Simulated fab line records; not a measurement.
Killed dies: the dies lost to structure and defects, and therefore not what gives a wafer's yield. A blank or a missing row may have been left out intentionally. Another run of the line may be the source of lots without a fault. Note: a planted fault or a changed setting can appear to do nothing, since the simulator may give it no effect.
A lot that was struck, set against a sound lot	flow nand harc	12 out of 1159 route steps
Sound: the wafers L598.1, L598.3, L598.4. Wafers struck: L606.3, L606.6. Last of all comes the cause.
At each step with rows: each side's tool, then ch and its chambers, then its first start. Under that, the readings that differ: sound wafers	struck wafers	difference of the means	sigmas: that difference in standard deviations of wafers without a fault.
alike: words and numbers the same on both sides, and readings whose means are apart by under 2 such deviations; not compared: readings that were withheld, readings missing a value for some wafer, numbers with overlapping values and no deviation given by the record, and bounds like >300 which may hide the same value.
A row with sigmas, a row that says differs or no value, or rows on one side alone: a step with any of these is where the two part. Numbers that have no deviation but don't overlap get no sigmas and don't part them. A reading that every wafer of one side lacks parts them only if that side has two wafers or more.

NHARC_A_WL_FILL_INSPECT_15:
  sound: defect inspect-02 at day 16 12:53; struck: defect inspect-02 at day 18 21:58
  alike: raw defect count
NHARC_A_CONTACT_DEP_24: deposits SiO2, target thk 500 nm.
  sound on pecvd-04 ch 1,2, day 16 13:01; struck on pecvd-04 ch 1,2, day 18 22:15
  alike: flow sccm, heater power w, mfc precursor sccm, rf fwd power W, throttle valve pct
NHARC_A_CONTACT_DEP_28: deposits aC, target thk 3600 nm.
  sound on acl dep-01 ch 0, day 16 14:49; struck on acl dep-03 ch 0, day 19 00:16
  alike: throttle valve pct
NHARC_A_CONTACT_DEP_29: deposits SiON, target thk 70 nm.
  sound on pecvd-03 ch 1,2, day 16 17:09; struck on pecvd-04 ch 2, day 19 01:46
reading	sound	struck	difference	sigmas
heater power w (W)	1027 633 1002	650 662	-231	-2
rf fwd power W (W)	346.9 348.2 347.4	350.3 351.4	+3.4	+3
then, 5 steps without rows for these wafers: NHARC_A_CONTACT_DEHYDRATE_32 (time 120 s); NHARC_A_CONTACT_HMDS_33 (time 30 s); NHARC_A_CONTACT_COAT_34 (time 75 s); NHARC_A_CONTACT_COAT_35 (time 65 s); NHARC_A_CONTACT_COAT_36 (resist thk 90 nm).
NHARC_A_CONTACT_SOFTBAKE_37: time 55 s.
  sound on litho track-06 ch 0, day 16 17:00; struck on litho track-06 ch 0, day 19 02:00
reading	sound	struck	difference	sigmas
heater power total W (W)	188.34 188.36 188.55	249.30 249.20	+60.83	+99 or more
  alike: chill plate temp C
after that, 1 step had no rows for these wafers: NHARC_A_CONTACT_EBR_38.
NHARC_END_SORT_01:
  the record has rows for the sound wafers here (prober-02 ch 0, day 20 21:16) and none for the struck ones

## WHERE THEY PART
Last at NHARC_END_SORT_01 as far as this record goes, first at NHARC_A_CONTACT_DEP_29.

WHY: the cause the simulator had injected
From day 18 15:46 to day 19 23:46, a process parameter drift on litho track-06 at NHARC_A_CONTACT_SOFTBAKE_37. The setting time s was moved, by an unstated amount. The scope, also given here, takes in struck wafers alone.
